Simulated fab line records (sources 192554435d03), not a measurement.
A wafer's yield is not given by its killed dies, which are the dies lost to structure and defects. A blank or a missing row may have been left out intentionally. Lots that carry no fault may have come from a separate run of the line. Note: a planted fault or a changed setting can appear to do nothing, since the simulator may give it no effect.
Split-lot study -- flow n5Finfet -- on a route of 1938 steps: 7 lots, 39 wafers read

## SPLIT DETAILS
At N5_MIM_TOP_ALD_01 (deposits HfO2, target thk 5.6 nm, pulse time 1 s, purge time 3 s), the setting aldCycles was moved away from the recipe's 62 on 18 of the 39 wafers read, by -37.1% to +59.7%. This setting was run at the recipe's value on the other wafers.

The reading comes from the split's own step.

## THE READING
HfO2_of_MIM_TOP_ALD_01.thkNm (the simulator's own value, which no gauge read), in nm, at N5_MIM_TOP_ALD_01 (deposits HfO2, target thk 5.6 nm, pulse time 1 s, purge time 3 s). No usual value for it is given in the file.

wafer,"tool, chamber at the split",aldCycles as run,against the recipe,"HfO2_of_MIM_TOP_ALD_01.thkNm, nm",against lot-mates on the recipe
L074.1,"aldHk-03, 1,2,2",99,+59.7%,9,+3.4
L074.4,"aldHk-03, 1,2,2",99,+59.7%,9,+3.4
L074.6,"aldHk-03, 1,2,2",99,+59.7%,9,+3.4
L074.2,"aldHk-03, 0,3,3",62,recipe,5.6,-
L074.3,"aldHk-03, 0,3,3",62,recipe,5.6,-
L074.5,"aldHk-03, 0,3,3",62,recipe,5.6,-
L075.1,"aldHk-01, 3,1,3",92,+48.4%,8.2,+2.6
L075.4,"aldHk-01, 3,1,3",92,+48.4%,8.2,+2.6
L075.6,"aldHk-01, 3,1,3",92,+48.4%,8.2,+2.6
L075.2,"aldHk-01, 2,0,2",62,recipe,5.6,-
L075.3,"aldHk-01, 2,0,2",62,recipe,5.6,-
L075.5,"aldHk-01, 2,0,2",62,recipe,5.6,-
L082.1,"aldHk-03, 3,1,2",62,recipe,5.6,-
L082.4,"aldHk-03, 3,1,2",62,recipe,5.6,-
L082.5,"aldHk-03, 3,1,2",62,recipe,5.6,-
L085.1,"aldHk-02, 1,0,1",62,recipe,5.6,-
L085.4,"aldHk-02, 1,0,1",62,recipe,5.6,-
L085.6,"aldHk-02, 1,0,1",62,recipe,5.6,-
L085.2,"aldHk-02, 2,3",39,-37.1%,3.6,-2.0
L085.3,"aldHk-02, 2,3",39,-37.1%,3.6,-2.0
L085.5,"aldHk-02, 0",39,-37.1%,3.4,-2.2
L088.1,"aldHk-01, 3",48,-22.6%,4.2,-1.4
L088.2,"aldHk-01, 1,2",48,-22.6%,4.4,-1.2
L088.3,"aldHk-01, 1,2",48,-22.6%,4.4,-1.2
L088.4,"aldHk-01, 0,3,2",62,recipe,5.6,-
L088.5,"aldHk-01, 0,3,2",62,recipe,5.6,-
L088.6,"aldHk-01, 0,3,2",62,recipe,5.6,-
L091.1,"aldHk-01, 0,2,1",62,recipe,5.6,-
L091.2,"aldHk-01, 0,2,1",62,recipe,5.6,-
L091.5,"aldHk-01, 0,2,1",62,recipe,5.6,-
L091.3,"aldHk-01, 3,1,0",73,+17.7%,6.6,+1.0
L091.4,"aldHk-01, 3,1,0",73,+17.7%,6.6,+1.0
L091.6,"aldHk-01, 3,1,0",73,+17.7%,6.6,+1.0
L095.1,"aldHk-03, 1,3,0",62,recipe,5.6,-
L095.2,"aldHk-03, 1,3,0",62,recipe,5.6,-
L095.3,"aldHk-03, 1,3,0",62,recipe,5.6,-
L095.4,"aldHk-03, 2,0",96,+54.8%,8.6,+3.0
L095.6,"aldHk-03, 2,0",96,+54.8%,8.6,+3.0
L095.5,"aldHk-03, 3",96,+54.8%,8.8,+3.2
The file does not say which wafer passed through which chamber wherever a row lists several chambers: such a row stands for several wafers.

FIT RESULTS
A straight line over all 39 wafers: HfO2_of_MIM_TOP_ALD_01.thkNm changes by +0.0558 nm for each +1% of aldCycles; r = +1.00; the points scatter about the line by 0.058 nm.
The same after taking each lot's own level away (the mean of its wafers on the recipe; 39 wafers): +0.0558 nm for each +1%; r = +1.00; scatter 0.058 nm.
That fit puts the effect of the largest move of aldCycles on the reading at 3.3 nm.
The lots' own levels span 5.60 to 5.60 nm.
Hence the lot-to-lot level has little effect on the slope; both slopes agree.
Check: +3.32 nm against its lot-mates is what the line predicts for one of the wafers moved furthest among these (+59.7%) when that wafer is left out of the fit. It came out at +3.4 nm against them.

## FURTHER SPLITS ON THESE WAFERS
Before the reading, these wafers also passed through other splits. Each is held against what the fit with the lots' levels taken away leaves over:
other split on the same wafers,wafers away from the commonest value,r with HfO2_of_MIM_TOP_ALD_01.thkNm (lot level and that fit taken away)
N5_BEOL_M14_TRENCH_ETCH_34 timeS,18,-0.09

## THE FILE'S OWN FIT
HfO2_of_MIM_TOP_ALD_01.thkNm changes by +0.0558 nm for each +1% of aldCycles, r = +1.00.
